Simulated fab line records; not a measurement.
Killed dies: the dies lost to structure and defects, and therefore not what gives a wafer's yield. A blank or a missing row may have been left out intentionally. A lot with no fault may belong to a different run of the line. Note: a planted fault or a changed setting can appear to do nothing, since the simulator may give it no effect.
fab line records	flow nand-harc
record lots=5	wafers=15	last-day=33
route steps=1302 shown A_CHANNEL_HOLE_D2@590 A_CHANNEL_FILL_D2@610 END@1302
lots with no fault: from the same line, run without faults
start-h: hours from the record's first day to the start of the lot's first wafer shown	wait-h: hours since the lot's step before	" the same as in the row above	L1.1+2: a row that stands for several wafers	- no value, or no start given	* or withheld: withheld	< > ~ a bound
route shown NAME@n: names a module that has steps shown in the file, with the first one's number in the route	usual: average and standard deviation across the fault-free wafers	same: alike in all rows	chamber/n: place in a boat	sites: each site's reading	_std_site: standard deviation of those values	_edge_site: outer sites' mean less inner sites'	radius-mm: how far each site lies from the wafer's centre	mask NAME#n: copy n	behind: the last tool/chamber to shape the wafer	hold: the reason the lot was held/the length of the hold in hours/how it ended	device: the n, p or np transistor that did not switch	end of line: the route-end tests of the same wafers	where a step has no rows: the recipe by itself	killed: the dies lost at the first sort to structure and to defects; this is not the yield of the wafer	map: shows each die of a wafer: x if killed, . if not, _ if none is there
set.NAME: the setting the step ran with; set.NAME@STEP: the setting that earlier step ran with	model.NAME: the simulator's own value behind a step, which no gauge read
certain route steps with their lots: each step a table, each wafer a row
services: the hour from which a tool's chamber was out of use, counted from the record's first day as start-h (under 0 if before that day), plus the number of hours and why
## steps
# step NHARC_A_CHANNEL_HOLE_D2_CD_MEAS_18
# usual cd-nm=100/3.2
lot.wafer	tool	chamber	start-h	wait-h	cd-nm
L733.3	cd-sem-03	-	316.35	-	98
L733.4	"	-	"	"	99
L733.5	"	-	"	"	103
L732.4	cd-sem-03	-	317.32	-	102
L732.5	"	-	"	"	105
L732.6	"	-	"	"	98
L740.1	cd-sem-02	-	402.66	-	100
L740.2	"	-	"	"	96
L740.3	"	-	"	"	96
L748.2	cd-sem-03	-	470.66	-	99
L748.3	"	-	"	"	100
L748.6	"	-	"	"	99
L752.1	cd-sem-01	-	512.38	-	99
L752.4	"	-	"	"	99
L752.5	"	-	"	"	97
# step NHARC_A_CHANNEL_HOLE_D2_ETCH_19
# recipe bias-v=1200	source-w=2500	pressure-mtorr=15	time-s=34.5	ar-flow-sccm=375	c4f8-flow-sccm=28.8	o2-flow-sccm=96.2	temp-c=-20	target-depth-a=*	chemistry=C4F8/O2/Ar
# usual drypump-motor-current-A=5.4/0.58	mfc-ar-sccm=375.0/1.2	o2-flow-sccm=96.22/0.28	showerhead-plenum-p-Torr=3.73/0.1	throttle-valve-pct=37.039/0.0097
lot.wafer	tool	chamber	start-h	wait-h	drypump-motor-current-A	mfc-ar-sccm	o2-flow-sccm	rf-hours-counter-h	showerhead-plenum-p-Torr	throttle-valve-pct
L733.4	har-etch-01	0	317.45	1.1	6.4	374.7	96.24	-	3.74	37.039
L733.3	"	1	"	"	5.2	375.3	96.18	-	3.68	37.021
L733.5	"	1	"	"	5.2	374.1	96.36	-	3.68	37.024
L732.4	har-etch-02	1	318.34	1.0	5.3	373.9	96.23	-	3.66	37.052
L732.5	"	0	"	"	4.8	373.2	95.99	-	3.76	37.046
L732.6	"	1	"	"	5.3	374.7	96.46	-	3.66	37.037
L740.2	har-etch-02	1	402.73	0.1	5.3	375.4	96.00	7	3.98	37.036
L740.1	"	0	"	"	4.8	374.7	96.08	7	3.74	37.028
L740.3	"	0	"	"	4.8	373.3	96.20	-	3.74	37.046
L748.2	har-etch-01	1	473.52	2.9	5.2	377.0	96.26	259	3.63	37.037
L748.3	"	1	"	"	5.2	376.2	96.42	-	3.63	37.047
L748.6	"	0	"	"	6.5	376.1	96.05	-	3.68	37.047
L752.1	har-etch-02	1	514.13	1.7	5.3	375.5	96.06	69	3.95	37.037
L752.4	"	1	"	"	5.3	376.6	95.92	-	3.94	37.024
L752.5	"	0	"	"	4.8	374.4	96.63	-	3.70	37.029
# step NHARC_A_CHANNEL_HOLE_D2_ETCH_20
# recipe bias-v=3000	source-w=withheld	pressure-mtorr=20	time-s=361.9	ar-flow-sccm=375	c4f8-flow-sccm=89.3	o2-flow-sccm=35.7	temp-c=-20	target-depth-a=16000	chemistry=C4F8/O2/Ar
# step NHARC_A_CHANNEL_HOLE_D2_ETCH_21
# recipe bias-v=3000	source-w=withheld	pressure-mtorr=20	time-s=514.3	ar-flow-sccm=375	c4f8-flow-sccm=89.3	o2-flow-sccm=35.7	temp-c=-20	target-depth-a=16000	chemistry=C4F8/O2/Ar
# step NHARC_A_CHANNEL_HOLE_D2_ETCH_22
# recipe bias-v=3000	source-w=withheld	pressure-mtorr=20	time-s=666.7	ar-flow-sccm=375	c4f8-flow-sccm=89.3	o2-flow-sccm=35.7	temp-c=-20	target-depth-a=16000	chemistry=C4F8/O2/Ar
# step NHARC_A_CHANNEL_HOLE_D2_ETCH_23
# recipe bias-v=5000	source-w=withheld	pressure-mtorr=20	time-s=819	ar-flow-sccm=375	c4f8-flow-sccm=89.3	o2-flow-sccm=35.7	temp-c=-20	target-depth-a=16000	chemistry=C4F8/O2/Ar
# usual drypump-motor-current-A=5.4/0.59	mfc-ar-sccm=375.1/1.3	o2-flow-sccm=35.69/0.11	showerhead-plenum-p-Torr=3.69/0.099	throttle-valve-pct=32.155/0.0093
lot.wafer	tool	chamber	start-h	wait-h	drypump-motor-current-A	mfc-ar-sccm	o2-flow-sccm	rf-hours-counter-h	showerhead-plenum-p-Torr	throttle-valve-pct
L733.4	har-etch-01	0	319.07	0.5	6.5	375.5	35.73	-	3.69	32.158
L733.3	"	1	"	"	5.2	374.4	35.71	-	3.64	32.165
L733.5	"	1	"	"	5.2	376.1	35.71	-	3.64	32.153
L732.4	har-etch-02	1	320.07	0.5	5.3	376.6	35.65	-	3.62	32.166
L732.5	"	0	"	"	4.8	374.6	35.83	-	3.72	32.149
L732.6	"	1	"	"	5.3	378.5	35.92	-	3.62	32.169
L740.2	har-etch-02	1	404.17	0.5	5.3	375.7	35.64	9	3.93	32.143
L740.1	"	0	"	"	4.8	375.5	35.82	9	3.70	32.149
L740.3	"	0	"	"	4.8	375.0	35.73	-	3.70	32.150
L748.2	har-etch-01	1	475.05	0.5	5.2	375.5	35.59	260	3.59	32.161
L748.3	"	1	"	"	5.2	376.6	35.61	-	3.59	32.166
L748.6	"	0	"	"	6.5	374.7	35.67	-	3.64	32.154
L752.1	har-etch-02	1	515.56	0.5	5.3	374.7	35.87	70	3.89	32.145
L752.4	"	1	"	"	5.3	373.7	35.60	-	3.89	32.141
L752.5	"	0	"	"	4.8	373.7	35.55	-	3.66	32.156
# step NHARC_A_CHANNEL_HOLE_D2_ETCH_24
# recipe bias-v=5000	source-w=withheld	pressure-mtorr=20	time-s=906.2	ar-flow-sccm=375	c4f8-flow-sccm=93.8	o2-flow-sccm=31.2	temp-c=-20	target-depth-a=15000	chemistry=C4F8/O2/Ar
# usual drypump-motor-current-A=5.4/0.58	mfc-ar-sccm=374.9/1.1	o2-flow-sccm=31.20/0.081	showerhead-plenum-p-Torr=3.69/0.099	throttle-valve-pct=32.236/0.0084
lot.wafer	tool	chamber	start-h	wait-h	drypump-motor-current-A	mfc-ar-sccm	o2-flow-sccm	rf-hours-counter-h	showerhead-plenum-p-Torr	throttle-valve-pct
L733.4	har-etch-01	0	319.79	0.6	6.5	374.9	31.27	-	3.69	32.242
L733.3	"	1	"	"	5.2	375.2	31.23	-	3.64	32.233
L733.5	"	1	"	"	5.2	376.3	31.19	-	3.64	32.233
L732.4	har-etch-02	1	320.80	0.6	5.3	376.0	31.23	-	3.62	32.233
L732.5	"	0	"	"	4.8	375.7	31.37	-	3.71	32.243
L732.6	"	1	"	"	5.3	374.9	31.23	-	3.62	32.241
L740.2	har-etch-02	1	404.86	0.6	5.3	375.0	31.22	9	3.92	32.237
L740.1	"	0	"	"	4.8	375.0	31.21	9	3.69	32.228
L740.3	"	0	"	"	4.9	374.7	31.24	-	3.69	32.237
L748.2	har-etch-01	1	475.76	0.6	5.2	376.8	31.28	261	3.59	32.223
L748.3	"	1	"	"	5.2	376.0	31.20	-	3.59	32.241
L748.6	"	0	"	"	6.5	376.7	31.21	-	3.64	32.235
L752.1	har-etch-02	1	516.25	0.6	5.3	375.3	31.28	71	3.89	32.236
L752.4	"	1	"	"	5.3	375.9	31.28	-	3.89	32.242
L752.5	"	0	"	"	4.8	372.9	31.27	-	3.66	32.237
# step NHARC_A_CHANNEL_HOLE_D2_ETCH_25
# recipe bias-v=5000	source-w=withheld	pressure-mtorr=20	time-s=1040.2	ar-flow-sccm=375	c4f8-flow-sccm=93.8	o2-flow-sccm=31.2	temp-c=-20	target-depth-a=15000	chemistry=C4F8/O2/Ar
# step NHARC_A_CHANNEL_HOLE_D2_ETCH_26
# recipe bias-v=300	source-w=2000	pressure-mtorr=30	time-s=224.1	ar-flow-sccm=375	c4f8-flow-sccm=11.4	o2-flow-sccm=113.6	temp-c=-20	target-depth-a=3000	chemistry=C4F8/O2/Ar
# usual drypump-motor-current-A=5.4/0.59	mfc-ar-sccm=374.7/1.2	o2-flow-sccm=113.63/0.29	showerhead-plenum-p-Torr=3.73/0.1	throttle-valve-pct=24.584/0.0097
lot.wafer	tool	chamber	start-h	wait-h	drypump-motor-current-A	mfc-ar-sccm	o2-flow-sccm	rf-hours-counter-h	showerhead-plenum-p-Torr	throttle-valve-pct
L733.4	har-etch-01	0	321.25	0.5	6.5	372.3	113.47	-	3.74	24.600
L733.3	"	1	"	"	5.2	375.2	114.18	-	3.69	24.591
L733.5	"	1	"	"	5.2	375.1	114.04	-	3.68	24.588
L732.4	har-etch-02	1	322.16	0.4	5.3	372.9	113.42	-	3.66	24.579
L732.5	"	0	"	"	4.8	373.1	113.89	-	3.77	24.572
L732.6	"	1	"	"	5.3	373.2	113.34	-	3.66	24.586
L740.2	har-etch-02	1	406.52	0.7	5.3	375.1	113.68	11	3.99	24.588
L740.1	"	0	"	"	4.8	374.9	113.64	11	3.74	24.571
L740.3	"	0	"	"	4.8	374.8	113.68	-	3.74	24.584
L748.2	har-etch-01	1	477.32	0.6	5.2	376.7	113.66	262	3.63	24.590
L748.3	"	1	"	"	5.2	375.7	113.61	-	3.63	24.584
L748.6	"	0	"	"	6.5	375.7	113.31	-	3.68	24.582
L752.1	har-etch-02	1	517.90	0.7	5.3	375.0	113.59	72	3.95	24.594
L752.4	"	1	"	"	5.3	374.4	113.80	-	3.95	24.584
L752.5	"	0	"	"	4.8	373.5	114.01	-	3.71	24.590
# step NHARC_A_CHANNEL_HOLE_D2_ETCH_27
# recipe bias-v=400	source-w=2000	pressure-mtorr=25	time-s=90	ar-flow-sccm=375	c4f8-flow-sccm=41.7	o2-flow-sccm=83.3	temp-c=-20	target-depth-a=4000	chemistry=C4F8/O2/Ar
# step NHARC_A_CHANNEL_HOLE_D2_STRIP_41
# recipe n2-flow-sccm=150	h2-flow-sccm=150	ar-flow-sccm=0	bias-w=0	chemistry=N2/H2
# step NHARC_A_CHANNEL_HOLE_D2_STRIP_42
# recipe cf4-flow-sccm=100	chf3-flow-sccm=30	ar-flow-sccm=0	bias-w=0	chemistry=CF4/CHF3
# step NHARC_A_CHANNEL_HOLE_D2_STRIP_43
# recipe o2-flow-sccm=400	cos-flow-sccm=20	ar-flow-sccm=0	bias-w=0	chemistry=O2/COS
lot.wafer	tool	chamber	start-h	wait-h
L733.4+3+5	rie-diel-06	2,0,2	322.06	0.1
L732.4+6+5	rie-diel-07	1,2,3	322.95	0.1
L740.3+1+2	rie-diel-07	1,3,0	407.40	0.1
L748.2+3+6	rie-diel-08	1,2,1	478.17	0.1
L752.1+4+5	rie-diel-08	0,1,0	518.79	0.1
# step NHARC_A_CHANNEL_HOLE_D2_ETCH_44
# recipe target-depth-a=1400	overetch-a=140	time-s=77	ion-energy-ev=100	cf4-flow-sccm=80	o2-flow-sccm=20	ar-flow-sccm=0	rf-w=300	bias-w=100	chemistry=CF4/O2
# usual drypump-motor-current-A=5.7/0.43	mfc-ar-sccm=0.007/0.011	o2-flow-sccm=20.00/0.069	oes_f_703_au=1.001/0.0047	oes-product-au=1.004/0.012	rf-vpp-V=198.0/1.6	showerhead-plenum-p-Torr=1.35/0.066	throttle-valve-pct=13.397/0.0089
lot.wafer	tool	chamber	start-h	wait-h	drypump-motor-current-A	mfc-ar-sccm	o2-flow-sccm	oes_f_703_au	oes-product-au	rf-hours-counter-h	rf-vpp-V	showerhead-plenum-p-Torr	throttle-valve-pct
L733.4	rie-diel-06	0	322.14	0.1	5.2	0.026	19.82	0.990	0.993	0	197.8	1.34	13.395
L733.3	"	1	"	"	5.9	0	19.97	1.003	1.004	1	199.0	1.38	13.396
L733.5	"	2	"	"	5.8	0	19.88	1.005	0.982	-	198.3	1.30	13.390
L732.4	rie-diel-07	3	323.01	0.1	6.2	0	20.02	1.006	1.015	1	198.7	1.41	13.403
L732.5	"	2	"	"	6.2	0	20.11	1.004	1.019	-	200.7	1.42	13.387
L732.6	"	3	"	"	6.2	0	20.02	1.002	1.024	-	200.0	1.41	13.383
L740.2	rie-diel-07	3	407.46	0.0	6.1	0	20.07	0.998	1.018	6	201.1	1.41	13.397
L740.3	"	0	"	"	5.9	0.007	20.00	1.005	1.017	5	196.5	1.24	13.397
L740.1	"	2	"	"	6.2	0	19.92	1.002	1.013	6	200.3	1.42	13.419
L748.2	rie-diel-08	0	478.24	0.1	5.1	0	19.93	1.009	0.981	5	197.0	1.30	13.398
L748.3	"	1	"	"	5.5	0	19.93	1.000	1.011	6	197.6	1.27	13.400
L748.6	"	0	"	"	5.1	0	19.96	0.995	0.987	-	198.0	1.30	13.407
L752.4	rie-diel-08	0	518.84	0.1	5.1	0	19.94	1.001	0.992	8	197.4	1.29	13.398
L752.1	"	1	"	"	5.5	0	20.03	0.999	1.021	9	196.1	1.27	13.397
L752.5	"	1	"	"	5.5	0	20.07	1.000	1.010	-	196.7	1.27	13.400
# step NHARC_A_CHANNEL_HOLE_D2_STRIP_28
# recipe o2-flow-sccm=500	ar-flow-sccm=0	bias-w=0	chemistry=O2
# step NHARC_A_CHANNEL_HOLE_D2_PRECLEAN_29
# recipe time-s=*	temp-c=50	bath-age-min=0	chemistry=SC1
# step NHARC_A_CHANNEL_HOLE_D2_SRD_30
# step NHARC_A_CHANNEL_HOLE_D2_CD_MEAS_31
# usual cd-nm=89.5/1.7
lot.wafer	tool	chamber	start-h	wait-h	cd-nm
L733.3	cd-sem-03	-	322.92	-	90.5
L733.4	"	-	"	"	89.0
L733.5	"	-	"	"	89.5
L732.4	cd-sem-03	-	323.81	-	90.4
L732.5	"	-	"	"	90.1
L732.6	"	-	"	"	92.6
L740.1	cd-sem-02	-	408.25	-	89.5
L740.2	"	-	"	"	89.0
L740.3	"	-	"	"	90.2
L748.2	cd-sem-03	-	479.07	0.1	90.6
L748.3	"	-	"	"	88.0
L748.6	"	-	"	"	89.7
L752.1	cd-sem-01	-	519.63	-	90.2
L752.4	"	-	"	"	88.6
L752.5	"	-	"	"	87.9
# step NHARC_A_CHANNEL_HOLE_D2_XSEM_32
# recipe landing-energy-ev=35000
# step NHARC_A_CHANNEL_HOLE_D2_INSPECT_40
# usual raw-defect-count=278/75
lot.wafer	tool	chamber	start-h	wait-h	raw-defect-count
L733.3	defect-inspect-01	-	323.11	-	294
L733.4	"	-	"	"	388
L733.5	"	-	"	"	274
L732.4	defect-inspect-01	-	323.99	-	317
L732.5	"	-	"	"	342
L732.6	"	-	"	"	323
L740.1	defect-inspect-02	-	408.44	-	253
L740.2	"	-	"	"	240
L740.3	"	-	"	"	577
L748.2	defect-inspect-02	-	479.26	-	248
L748.3	"	-	"	"	247
L748.6	"	-	"	"	241
L752.1	defect-inspect-01	-	519.82	-	214
L752.4	"	-	"	"	326
L752.5	"	-	"	"	310
# step NHARC_A_CHANNEL_FILL_D2_PRECLEAN_00
# recipe time-s=*	temp-c=50	bath-age-min=0	chemistry=SC1
# step NHARC_END_SORT_01
# recipe temp-c=25
# usual killed-at-array=61/26	killed-at-other=0.8/1.1	killed-at-periphery=4.0/2.6	killed-dies=66/26	killed-open=3.1/1.7	killed-short=2.5/1.5
# same gross-dies=677
lot.wafer	tool	chamber	start-h	wait-h	killed-at-array	killed-at-other	killed-at-periphery	killed-dies	killed-open	killed-short
L732.4	prober-02	0	577.91	3.4	85	0	8	93	6	3
L732.5	prober-02	0	578.71	3.7	104	0	7	111	4	4
L732.6	prober-02	0	579.52	4.0	110	0	4	114	5	4
L740.3	prober-01	0	667.09	3.1	105	0	5	110	4	2
# killed by level:class
L732.4 A_CHANNEL_HOLE_D2:chamber-film-flake=32 A_SLIT:chamber-film-flake=23 A_CHANNEL_HOLE_D1:chamber-film-flake=21 P_STI:chamber-film-flake=3 P_M2:geometric-particle:open=2 A_ONON_D1:geometric-particle:open=2 A_STAIRCASE:chamber-film-flake=2 A_SGD_CUT:chamber-film-flake=2
L732.5 A_CHANNEL_HOLE_D2:chamber-film-flake=37 A_CHANNEL_HOLE_D1:chamber-film-flake=31 A_SLIT:chamber-film-flake=24 A_STAIRCASE:chamber-film-flake=4 P_ZERO_WELL:chamber-film-flake=2 P_M1:geometric-particle:open=1 P_BONDPAD:geometric-particle:open=1 A_ONON_D1:geometric-particle:short=1
L732.6 A_CHANNEL_HOLE_D2:chamber-film-flake=39 A_CHANNEL_HOLE_D1:chamber-film-flake=33 A_SLIT:chamber-film-flake=23 A_STAIRCASE:chamber-film-flake=4 P_CONTACT:geometric-particle:open=2 A_CHANNEL_FILL_D2:geometric-particle:short=2 A_CONTACT:chamber-film-flake=2 A_ONON_D1:geometric-particle:open=1
L740.3 A_CHANNEL_HOLE_D2:unspecified=60 A_SLIT:chamber-film-flake=27 A_CHANNEL_HOLE_D1:chamber-film-flake=7 A_CONTACT:chamber-film-flake=3 A_CHANNEL_FILL_D1:geometric-particle:open=2 P_GATE:chamber-film-flake=2 A_STAIRCASE:chamber-film-flake=2 P_M2:geometric-particle:open=1
## services
tool	chamber	start-h	hours	kind
rie-diel-07	-	294.20	9.0	pm
rie-diel-06	-	307.20	9.0	pm
rie-diel-08	3	326.94	1.5	repair
rie-diel-06	0	331.95	4.6	repair
har-etch-01	-	354.72	2.9	repair
rie-diel-08	-	367.80	9.0	pm
rie-diel-07	0	374.98	5.6	repair
har-etch-02	-	377.00	17.0	pm
har-etch-02	0	377.00	17.0	vent-cycle
har-etch-02	1	377.00	17.0	vent-cycle
rie-diel-08	-	393.32	1.2	repair
har-etch-02	0	394.00	-	clean
har-etch-02	0	394.00	-	consumable-replace:focus-ring
har-etch-02	1	394.00	-	clean
har-etch-02	1	394.00	-	consumable-replace:showerhead
rie-diel-08	0	409.11	11.3	repair
rie-diel-06	0	445.07	1.4	repair
rie-diel-07	1	445.56	8.5	repair
rie-diel-06	3	469.06	1.5	repair
rie-diel-07	-	471.20	9.0	pm
rie-diel-06	-	484.20	9.0	pm
rie-diel-07	1	498.53	7.9	repair
har-etch-02	-	499.85	1.0	repair
rie-diel-07	3	500.99	3.9	repair
## key
first-sign step=NHARC_A_CHANNEL_HOLE_D2_INSPECT_40	reading=raw-defect-count	direction=up	sigmas=4	usual=278	struck=577
more-kills-born-at NHARC_A_CHANNEL_HOLE_D2_STRIP_43@rie-diel-07=60
met-at NHARC_A_CHANNEL_HOLE_D2_STRIP_43
struck-wafers L740.3
tester-left-out L740
onset-between 322.95 407.40
fault kind=chamber-particle-source	tool=rie-diel-07	chamber=1	onset-h=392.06	steps=NHARC_A_CHANNEL_HOLE_D2_STRIP_43	rate-per-visit-cm2=0.49919	end-h=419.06
# tester-left-out: of these lots the tester's yield and bins aren't shown, on N5 and GAA mostly nor the transistor test; their killed dies are dies lost to structure and defects alone, not to doping, threshold or leakage, so they don't give the yield
